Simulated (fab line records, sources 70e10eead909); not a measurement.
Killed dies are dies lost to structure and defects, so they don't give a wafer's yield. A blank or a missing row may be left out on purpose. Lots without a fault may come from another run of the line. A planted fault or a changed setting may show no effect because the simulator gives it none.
Chamber matching | flow nand_harc | NHARC_P_M0_ETCH_34 on rie_diel-06: 4 sister chambers
The step etches the open film in N2/H2, target depth 40 nm, overetch 12 nm, time 43.94 s. 22 wafers are shown with their chamber, then 11 later ones without.

WAFERS WITH THEIR CHAMBER
wafer  | chamber | drypump_motor_current_A (A) | showerhead_plenum_p_Torr (Torr) | oes_product_au (a.u.)
L077.4 | 3       | 5.9                         | 2.03                            | 0.973
L077.5 | 3       | 5.9                         | 2.03                            | 0.978
L077.6 | 0       | 6.1                         | 1.96                            | 1.000
L078.1 | 0       | 6.1                         | 1.96                            | 1.016
L078.3 | 2       | 5.8                         | 1.97                            | 0.993
L078.6 | 1       | 4.9                         | 2.00                            | 0.992
L081.1 | 2       | 5.8                         | 1.97                            | 0.997
L081.4 | 0       | 6.1                         | 1.96                            | 1.001
L081.6 | 2       | 5.8                         | 1.97                            | 0.990
L080.3 | 1       | 4.9                         | 2.00                            | 0.990
L080.4 | 3       | 5.8                         | 2.03                            | 0.997
L080.5 | 0       | 6.1                         | 1.96                            | 1.007
L083.1 | 2       | 5.8                         | 1.97                            | 0.995
L083.2 | 3       | 5.9                         | 2.03                            | 0.990
L083.6 | 1       | 4.9                         | 2.00                            | 0.979
L085.3 | 3       | 5.9                         | 2.03                            | 0.987
L085.5 | 0       | 6.1                         | 1.96                            | 0.999
L085.6 | 1       | 4.9                         | 2.00                            | 0.989
L086.2 | 2       | 5.8                         | 1.96                            | 0.991
L086.4 | 3       | 5.9                         | 2.03                            | 0.971
L086.6 | 1       | 4.8                         | 2.00                            | 0.992
L088.1 | 3       | 5.9                         | 2.02                            | 0.977

SIGNATURES (means of the wafers above)
reading                  | chamber 0 | chamber 1 | chamber 2 | chamber 3 | scatter within a chamber
drypump_motor_current_A  | 6.100     | 4.880     | 5.800     | 5.886     | 0.0303
showerhead_plenum_p_Torr | 1.9600    | 2.0000    | 1.9680    | 2.0286    | 0.00303
oes_product_au           | 1.00460   | 0.98840   | 0.99320   | 0.98186   | 0.0071
Rule: a wafer's distance from a chamber is the root of the sum, over the readings, of the square of ((its reading less the chamber's mean) divided by the reading's scatter). The wafer belongs to the nearest chamber; if the next one is less than 2 further off, it can't be placed. The scatter: the root of (the sum of the squares of (reading less its chamber's mean) over the shown wafers, divided by (wafers less chambers)).

WAFERS WITHOUT THEIR CHAMBER
wafer  | drypump_motor_current_A (A) | showerhead_plenum_p_Torr (Torr) | oes_product_au (a.u.)
L088.3 | 6.1                         | 1.95                            | 0.995
L088.6 | 5.9                         | 2.02                            | 0.979
L089.2 | 5.9                         | 1.96                            | 1.002
L089.3 | 5.9                         | 2.02                            | 0.978
L089.5 | 4.8                         | 2.00                            | 0.993
L092.1 | 4.9                         | 2.00                            | 0.990
L092.2 | 6.1                         | 1.95                            | 1.007
L092.5 | 4.9                         | 2.00                            | 0.992
L097.3 | 6.1                         | 1.95                            | 0.992
L097.4 | 5.9                         | 2.02                            | 0.984
L097.5 | 5.9                         | 2.02                            | 0.987

WHICH CHAMBER EACH WENT THROUGH
wafer  | from the rows above | in truth
L088.3 | 0                   | 0
L088.6 | 3                   | 3
L089.2 | 2                   | 2
L089.3 | 3                   | 3
L089.5 | 1                   | 1
L092.1 | 1                   | 1
L092.2 | 0                   | 0
L092.5 | 1                   | 1
L097.3 | 0                   | 0
L097.4 | 3                   | 3
L097.5 | 3                   | 3
Placed correctly: 11 of 11. Can't be placed from these rows: 0. Placed wrongly: 0.
